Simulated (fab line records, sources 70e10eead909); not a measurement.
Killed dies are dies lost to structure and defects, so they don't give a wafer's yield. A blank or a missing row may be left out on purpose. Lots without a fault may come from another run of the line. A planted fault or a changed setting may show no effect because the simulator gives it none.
Which tool did it? | flow nand_harc | 14 lots, 42 wafers sampled, at 4 steps of a route of 1302

WHAT THE GAUGES READ, wafer by wafer
NHARC_A_ONON_D1_THK_MEAS_05: measures by ellipsometry.
lot  | measured     | on            | thk_nm (nm)
L829 | day 7 23:13  | film_metro-02 | 1002 1003 1002
L831 | day 8 15:25  | film_metro-02 | 1001 1000 1001
L832 | day 8 23:12  | film_metro-02 | 997 996 996
L833 | day 9 06:26  | film_metro-01 | 1022 1022 1021
L834 | day 9 20:25  | film_metro-01 | 985 983 986
L835 | day 10 10:35 | film_metro-02 | 990 991 990
L836 | day 10 17:43 | film_metro-01 | 1610 1612 1609
L837 | day 10 23:04 | film_metro-02 | 1625 1627 1627
L841 | day 12 20:09 | film_metro-02 | 988 988 987
L842 | day 13 18:31 | film_metro-02 | 995 994 995
L843 | day 13 18:31 | film_metro-02 | 993 995 993
L845 | day 14 05:59 | film_metro-02 | 1006 1005 1005
L846 | day 14 15:25 | film_metro-02 | 989 989 988
L847 | day 14 23:47 | film_metro-02 | 1005 1008 1006

NHARC_END_SORT_01.
lot  | measured     | on        | killed_at_array | killed_at_other | killed_at_periphery | killed_dies | killed_open | killed_short
L836 | day 27 14:55 | prober-02 | 669 673 674     | 1 0 0           | 7 4 3               | 677 677 677 | 3 3 1       | 4 1 3

WHICH TOOL RAN EACH LOT (tool, then ch and the chambers of the sampled wafers, then the start)
lot  | NHARC_P_BONDPAD_PVD_27                  | NHARC_A_ONON_D1_DEP_03
L829 | pvd_sputter-03, day 7 22:46 or earlier  | pecvd_onon-02 ch 0, day 7 22:46
L831 | pvd_sputter-03, day 8 14:55 or earlier  | pecvd_onon-02 ch 0, day 8 14:55
L832 | pvd_sputter-03, day 8 22:41 or earlier  | pecvd_onon-01 ch 0, day 8 22:41
L833 | pvd_sputter-01, day 9 05:59 or earlier  | pecvd_onon-01 ch 0, day 9 05:59
L834 | pvd_sputter-03, day 9 20:02 or earlier  | pecvd_onon-01 ch 0, day 9 20:02
L835 | pvd_sputter-02, day 10 10:05 or earlier | pecvd_onon-01 ch 0, day 10 10:05
L836 | pvd_sputter-03, day 10 17:16 or earlier | pecvd_onon-01 ch 0, day 10 17:16
L837 | pvd_sputter-03, day 10 22:33 or earlier | pecvd_onon-01 ch 0, day 10 22:33
L841 | pvd_sputter-02, day 12 19:38 or earlier | pecvd_onon-02 ch 0, day 12 19:38
L842 | pvd_sputter-03, day 13 18:00 or earlier | pecvd_onon-03 ch 0, day 13 18:00
L843 | pvd_sputter-01, day 13 18:01 or earlier | pecvd_onon-02 ch 0, day 13 18:01
L845 | pvd_sputter-01, day 14 05:29 or earlier | pecvd_onon-02 ch 0, day 14 05:29
L846 | pvd_sputter-01, day 14 14:58 or earlier | pecvd_onon-02 ch 0, day 14 14:58
L847 | pvd_sputter-03, day 14 23:20 or earlier | pecvd_onon-03 ch 0, day 14 23:20
- NHARC_P_BONDPAD_PVD_27: deposits Cu, target thk 30 nm, time 20.49 s.
- NHARC_A_ONON_D1_DEP_03: target thk 1000 nm.

WHAT THE TOOLS THEMSELVES READ (means of the sampled wafers that have a number; where no wafer has one, the mark that the record gives instead)
NHARC_P_BONDPAD_PVD_27.
lot  | tool           | throttle_valve_pct (%)
L829 | pvd_sputter-03 | 29.9
L831 | pvd_sputter-03 | 30.5
L832 | pvd_sputter-03 | 30.4
L833 | pvd_sputter-01 | 30.8
L834 | pvd_sputter-03 | 29.9
L835 | pvd_sputter-02 | 28.8
L836 | pvd_sputter-03 | 30.0
L837 | pvd_sputter-03 | 29.9
L841 | pvd_sputter-02 | 29.7
L842 | pvd_sputter-03 | 29.5
L843 | pvd_sputter-01 | 30.3
L845 | pvd_sputter-01 | 31.0
L846 | pvd_sputter-01 | 30.8
L847 | pvd_sputter-03 | 30.5

THE ANSWER, worked out from the rows above alone
Rule: what is usual is taken from the lots themselves. Put in order of their means at a reading, lots are off if they are a third of the lots or fewer, leave a main group of 4 or more, and stand apart from it by a gap of 3 or more times the standard deviation of the main group's means; of several such gaps the widest counts. A main group whose means are all the same, to the digits that the tables above print for the reading, isn't used. A lot without any number at a reading at which 4 lots or more have one is off too. The other lots that the step has rows for count as sound. The gauges are gone through in route order, then the tools' own readings, and for those a lot's mean is taken as printed above. The first step at which some lot is off is used, and at that step the reading that is off furthest; a lot without a number counts as furthest.
Off: L836, L837, at NHARC_A_ONON_D1_THK_MEAS_05 (thk_nm). The main group: mean 998 nm, standard deviation 9.9.
A tool fits if, at a process step before that reading, it ran every lot that is off, and no sound lot after the first of them. The gauges at NHARC_A_ONON_D1_THK_MEAS_05 are tried like those tools. NHARC_P_BONDPAD_PVD_27 gives no start for some lots, so the hours and the order of its lots are those of NHARC_A_ONON_D1_DEP_03. One fits: pecvd_onon-01 at NHARC_A_ONON_D1_DEP_03. Its last sound lot is L835 (day 10 10:05), its first lot that is off L836 (day 10 17:16): a fault that began between those two fits.

WHAT THE SIMULATOR HAD PUT IN
Process parameter drift: pecvd_onon-01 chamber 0, from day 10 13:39 on, at NHARC_A_ONON_D1_DEP_03. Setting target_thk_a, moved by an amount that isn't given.
Lots struck among those shown: L836, L837. The rule above found the same.
